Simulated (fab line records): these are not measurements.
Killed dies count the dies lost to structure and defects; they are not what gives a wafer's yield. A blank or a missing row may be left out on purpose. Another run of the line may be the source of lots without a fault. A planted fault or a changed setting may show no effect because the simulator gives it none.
Which tool is to blame? || flow nand_harc || 7 lots, 21 wafers sampled, at 2 steps of a route of 1302

## WHAT EACH GAUGE READ, for each wafer
NHARC_A_ONON_D1_THK_MEAS_14: measures by ellipsometry.
{"lot": "L606", "measured": "day 8 10:17", "on": "film_metro-01", "thk_nm (nm)": "997 997 997"}
{"lot": "L608", "measured": "day 9 03:04", "on": "film_metro-01", "thk_nm (nm)": "1007 1003 1004"}
{"lot": "L610", "measured": "day 9 20:56", "on": "film_metro-02", "thk_nm (nm)": "988 987 986"}
{"lot": "L612", "measured": "day 10 13:50", "on": "film_metro-02", "thk_nm (nm)": "1013 1011 1011"}
{"lot": "L615", "measured": "day 11 16:35", "on": "film_metro-02", "thk_nm (nm)": "992 995 994"}
{"lot": "L622", "measured": "day 14 20:26", "on": "film_metro-01", "thk_nm (nm)": "1312 992 993"}
{"lot": "L628", "measured": "day 17 14:08", "on": "film_metro-01", "thk_nm (nm)": "991 991 991"}

## WHAT TOOL EACH LOT RAN ON (gives the tool, then ch and the chambers of the sampled wafers, and finally the start)
{"lot": "L606", "NHARC_A_ONON_D1_DEP_12": "pecvd_onon-03 ch 0, day 8 09:47"}
{"lot": "L608", "NHARC_A_ONON_D1_DEP_12": "pecvd_onon-01 ch 0, day 9 02:34"}
{"lot": "L610", "NHARC_A_ONON_D1_DEP_12": "pecvd_onon-01 ch 0, day 9 20:25"}
{"lot": "L612", "NHARC_A_ONON_D1_DEP_12": "pecvd_onon-04 ch 0, day 10 13:23"}
{"lot": "L615", "NHARC_A_ONON_D1_DEP_12": "pecvd_onon-04 ch 0, day 11 16:05"}
{"lot": "L622", "NHARC_A_ONON_D1_DEP_12": "pecvd_onon-03 ch 0, day 14 19:59"}
{"lot": "L628", "NHARC_A_ONON_D1_DEP_12": "pecvd_onon-03 ch 0, day 17 13:37"}
- NHARC_A_ONON_D1_DEP_12: target thk 1000 nm.

## THE ANSWER, worked out from the rows above alone
Rule: what is usual is taken from the lots themselves. The widest of any qualifying gaps counts: lots, ordered by their means at a reading, are off when they make up no more than a third of the lots, leave a main group of 4 or more, and stand apart from it by 3 or more times the standard deviation of that group's means. If all means in a main group match to the digits the tables above print for the reading, that group is not used. Also off: a lot with no number at a reading for which 4 or more lots have one. The other lots that the step has rows for count as sound.
Off: L622 (NHARC_A_ONON_D1_THK_MEAS_14, thk_nm). The main group has a mean of 998 nm with a standard deviation of 8.4.
If a tool, at a process step before that reading, ran all the lots that are off and no sound lot after the first of them, it fits. The gauges at NHARC_A_ONON_D1_THK_MEAS_14 are tried like those tools. None of those tried fits.

## WHAT THE SIMULATOR HAD INSERTED
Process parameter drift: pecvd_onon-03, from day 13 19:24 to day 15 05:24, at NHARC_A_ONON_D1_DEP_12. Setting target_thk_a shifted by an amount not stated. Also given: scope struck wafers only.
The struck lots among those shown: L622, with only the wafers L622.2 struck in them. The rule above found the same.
